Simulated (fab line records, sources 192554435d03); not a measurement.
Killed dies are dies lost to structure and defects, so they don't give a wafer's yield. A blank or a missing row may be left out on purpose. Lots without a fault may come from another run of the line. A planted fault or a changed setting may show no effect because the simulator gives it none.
Which tool did it? | flow n5_finfet | 12 lots, 34 wafers sampled, at 4 steps of a route of 1938

WHAT THE GAUGES READ, wafer by wafer
The record holds no reading of a measuring or inspecting step that can be judged against a usual standard deviation.

WHICH TOOL RAN EACH LOT (tool, then ch and the chambers of the sampled wafers, then the start)
lot  | N5_BEOL_M8_CURE_75            | N5_BEOL_M8_ALD_77                   | N5_BEOL_M8_ANNEAL_51             | N5_BEOL_M8_DEP_56
L663 | uv_cure-01 ch 1, day 9 18:31  | ald_metal-02 ch 1,2,3, day 9 19:00  | rtp_anneal-02 ch 0, day 9 21:37  | pecvd-01 ch 0,1, day 9 22:18
L662 | uv_cure-03 ch 0, day 9 18:56  | ald_metal-02 ch 0,1,2, day 9 20:49  | rtp_anneal-02 ch 0, day 9 22:07  | pecvd-01 ch 0,1,2, day 9 22:44
L665 | uv_cure-02 ch 1, day 10 15:48 | ald_metal-03 ch 1,2,3, day 10 16:28 | rtp_anneal-02 ch 0, day 10 17:40 | pecvd-04 ch 0,1, day 10 18:16
L669 | uv_cure-03 ch 1, day 11 12:02 | ald_metal-02 ch 0,1,2, day 11 12:39 | rtp_anneal-01 ch 0, day 11 14:40 | pecvd-01 ch 1,2, day 11 15:25
L671 | uv_cure-01 ch 2, day 11 14:55 | ald_metal-02 ch 0,1,3, day 11 15:35 | rtp_anneal-01 ch 0, day 11 16:31 | pecvd-01 ch 1,2, day 11 17:08
L674 | uv_cure-01 ch 1, day 12 18:17 | ald_metal-03 ch 0,3, day 12 19:04   | rtp_anneal-01 ch 0, day 12 20:08 | pecvd-04 ch 0,2, day 12 20:49
L677 | uv_cure-03 ch 1, day 13 12:17 | ald_metal-01 ch 1,2,3, day 13 12:53 | rtp_anneal-02 ch 0, day 13 14:26 | pecvd-04 ch 1,2, day 13 15:06
L679 | uv_cure-02 ch 1, day 14 01:02 | ald_metal-01 ch 0,1,2, day 14 01:26 | rtp_anneal-01 ch 0, day 14 02:59 | pecvd-02 ch 0,2, day 14 03:35
L680 | uv_cure-03 ch 2, day 14 10:03 | ald_metal-03 ch 1,3, day 14 10:43   | rtp_anneal-02 ch 0, day 14 11:46 | pecvd-02 ch 1,2, day 14 12:23
L681 | uv_cure-03 ch 0, day 14 19:26 | ald_metal-01 ch 1,3, day 14 19:58   | rtp_anneal-01 ch 0, day 14 20:54 | pecvd-01 ch 1,2, day 14 21:31
L682 | uv_cure-01 ch 0, day 14 19:40 | ald_metal-03 ch 0,1, day 14 20:07   | rtp_anneal-02 ch 0, day 14 21:52 | pecvd-02 ch 0,1, day 14 22:31
L685 | uv_cure-01 ch 2, day 15 10:19 | ald_metal-02 ch 0,2,3, day 15 10:42 | rtp_anneal-01 ch 0, day 15 12:30 | pecvd-04 ch 1,2, day 15 13:05
- N5_BEOL_M8_CURE_75: cures SiCOH lowk, time 120 s.
- N5_BEOL_M8_ALD_77: deposits TaN, target thk 2 nm, pulse time 2 s, purge time 3 s.
- N5_BEOL_M8_ANNEAL_51: time 90 s.
- N5_BEOL_M8_DEP_56: deposits SiCN from 3MS/NH3, target thk 10 nm, time 17.5 s.

WHAT THE TOOLS THEMSELVES READ (means of the sampled wafers that have a number; where no wafer has one, the mark that the record gives instead)
N5_BEOL_M8_CURE_75.
lot  | tool       | lamp_power_pct (%) | wafer_temp_C_max
L663 | uv_cure-01 | 52.31              | 371.5
L662 | uv_cure-03 | 52.33              | 371.8
L665 | uv_cure-02 | 52.25              | 371.6
L669 | uv_cure-03 | 52.33              | 371.9
L671 | uv_cure-01 | 52.30              | 371.7
L674 | uv_cure-01 | 52.33              | 371.2
L677 | uv_cure-03 | 52.29              | 371.8
L679 | uv_cure-02 | 52.32              | 371.9
L680 | uv_cure-03 | 52.30              | 371.6
L681 | uv_cure-03 | 52.28              | 372.1
L682 | uv_cure-01 | 52.34              | 372.0
L685 | uv_cure-01 | 52.29              | 371.3

N5_BEOL_M8_ALD_77.
lot  | tool         | heater_power_w (W) | susceptor_temp_C (C)
L663 | ald_metal-02 | 437                | 275.00
L662 | ald_metal-02 | 430                | 275.07
L665 | ald_metal-03 | 391                | 275.01
L669 | ald_metal-02 | 376                | 258.57
L671 | ald_metal-02 | 417                | 258.60
L674 | ald_metal-03 | 439                | 274.99
L677 | ald_metal-01 | 420                | 274.87
L679 | ald_metal-01 | 431                | 274.89
L680 | ald_metal-03 | 398                | 275.00
L681 | ald_metal-01 | 440                | 274.95
L682 | ald_metal-03 | 468                | 275.04
L685 | ald_metal-02 | 454                | 274.89

N5_BEOL_M8_ANNEAL_51.
lot  | tool          | wafer_temp_C_max
L663 | rtp_anneal-02 | 226.1
L662 | rtp_anneal-02 | 226.4
L665 | rtp_anneal-02 | 226.2
L669 | rtp_anneal-01 | 226.1
L671 | rtp_anneal-01 | 225.8
L674 | rtp_anneal-01 | 226.1
L677 | rtp_anneal-02 | 226.5
L679 | rtp_anneal-01 | 226.2
L680 | rtp_anneal-02 | 226.1
L681 | rtp_anneal-01 | 225.8
L682 | rtp_anneal-02 | 226.2
L685 | rtp_anneal-01 | 226.3

N5_BEOL_M8_DEP_56.
lot  | tool     | showerhead_plenum_p_Torr (Torr) | throttle_valve_pct (%)
L663 | pecvd-01 | 3.675                           | 9.0
L662 | pecvd-01 | 3.669                           | 8.8
L665 | pecvd-04 | 3.663                           | 9.5
L669 | pecvd-01 | 3.660                           | 8.8
L671 | pecvd-01 | 3.664                           | 8.9
L674 | pecvd-04 | 3.654                           | 9.4
L677 | pecvd-04 | 3.671                           | 9.2
L679 | pecvd-02 | 3.656                           | 8.7
L680 | pecvd-02 | 3.663                           | 9.1
L681 | pecvd-01 | 3.670                           | 8.9
L682 | pecvd-02 | 3.669                           | 9.2
L685 | pecvd-04 | 3.663                           | 8.9

THE ANSWER, worked out from the rows above alone
Rule: what is usual is taken from the lots themselves. Put in order of their means at a reading, lots are off if they are a third of the lots or fewer, leave a main group of 4 or more, and stand apart from it by a gap of 3 or more times the standard deviation of the main group's means; of several such gaps the widest counts. A main group whose means are all the same, to the digits that the tables above print for the reading, isn't used. A lot without any number at a reading at which 4 lots or more have one is off too. The other lots that the step has rows for count as sound. The gauges are gone through in route order, then the tools' own readings, and for those a lot's mean is taken as printed above. The first step at which some lot is off is used, and at that step the reading that is off furthest; a lot without a number counts as furthest.
Off: L669, L671, at N5_BEOL_M8_ALD_77 (susceptor_temp_C). The main group: mean 274.97 C, standard deviation 0.065.
A tool fits if, at that step or a process step before it, it ran every lot that is off, and no sound lot after the first of them. None of those tried fits.

WHAT THE SIMULATOR HAD PUT IN
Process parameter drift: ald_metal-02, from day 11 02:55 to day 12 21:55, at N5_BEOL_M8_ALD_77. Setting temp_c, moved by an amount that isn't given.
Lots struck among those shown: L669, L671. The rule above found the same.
